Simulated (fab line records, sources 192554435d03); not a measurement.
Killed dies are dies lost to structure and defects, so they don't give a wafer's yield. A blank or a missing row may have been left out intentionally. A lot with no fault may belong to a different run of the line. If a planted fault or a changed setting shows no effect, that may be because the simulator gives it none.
Chamber matching ; flow n5-finfet ; rie-diel-02 running N5_BEOL_M13_ETCH_59: 4 sister chambers
The step etches BARC in N2/H2, target depth 89 nm, overetch 26.7 nm, time 67.9 s. 18 wafers are shown with their chamber, then 9 later ones without.

## EACH WAFER AND ITS CHAMBER
wafer;chamber;throttle-valve-pct (%);showerhead-plenum-p-Torr (Torr);oes-product-au (a.u.)
L074.2;0;18.10;2.63;0.62
L074.3;2;17.42;2.70;0.79
L074.4;3;18.09;2.64;0.63
L079.1;0;18.14;2.62;0.62
L079.3;2;17.42;2.70;0.77
L079.5;2;17.42;2.70;0.77
L080.1;1;18.27;2.71;0.80
L080.2;0;18.14;2.62;0.62
L080.4;3;18.09;2.64;0.62
L085.2;3;18.13;2.63;0.61
L085.3;0;18.14;2.62;0.62
L085.6;0;18.15;2.62;0.61
L086.2;2;17.45;2.69;0.76
L086.3;1;18.30;2.71;0.77
L086.4;0;18.16;2.62;0.61
L088.1;0;18.17;2.62;0.61
L088.2;2;17.45;2.69;0.76
L088.5;3;18.12;2.63;0.61

SIGNATURES (means of the wafers above)
reading;chamber 0;chamber 1;chamber 2;chamber 3;scatter within a chamber
throttle-valve-pct;18.1429;18.2850;17.4320;18.1075;0.0203
showerhead-plenum-p-Torr;2.6214;2.7100;2.6960;2.6350;0.00467
oes-product-au;0.6157;0.7850;0.7700;0.6175;0.0103
Rule: a wafer lies at a distance from a chamber equal to the root of the sum of squares, over the readings, of (its reading less the chamber's mean, divided by the reading's scatter). The wafer belongs to the nearest chamber; if the next one is less than 2 further off, it can't be placed. The scatter: take each reading less its chamber's mean, square it, sum over the shown wafers, divide by the number of wafers less the number of chambers, and take the root.

## WAFERS WITHOUT THEIR CHAMBER
wafer;throttle-valve-pct (%);showerhead-plenum-p-Torr (Torr);oes-product-au (a.u.)
L092.1;18.30;2.70;0.75
L092.2;18.18;2.61;0.60
L092.5;18.17;2.63;0.60
L095.1;18.15;2.62;0.61
L095.3;18.19;2.61;0.60
L095.4;17.46;2.68;0.74
L096.1;18.17;2.62;0.60
L096.2;17.48;2.69;0.74
L096.3;18.33;2.70;0.75

## CHAMBER TAKEN BY EACH
wafer;from the rows above;in truth
L092.1;1;1
L092.2;0;0
L092.5;can't be placed: 0 or 3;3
L095.1;0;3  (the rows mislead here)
L095.3;0;0
L095.4;2;2
L096.1;0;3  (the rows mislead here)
L096.2;2;2
L096.3;1;1
Placed correctly: 6 of 9. Cannot be placed on the basis of these rows: 1; the candidates contain the true chamber in 1. Number placed wrongly: 2.
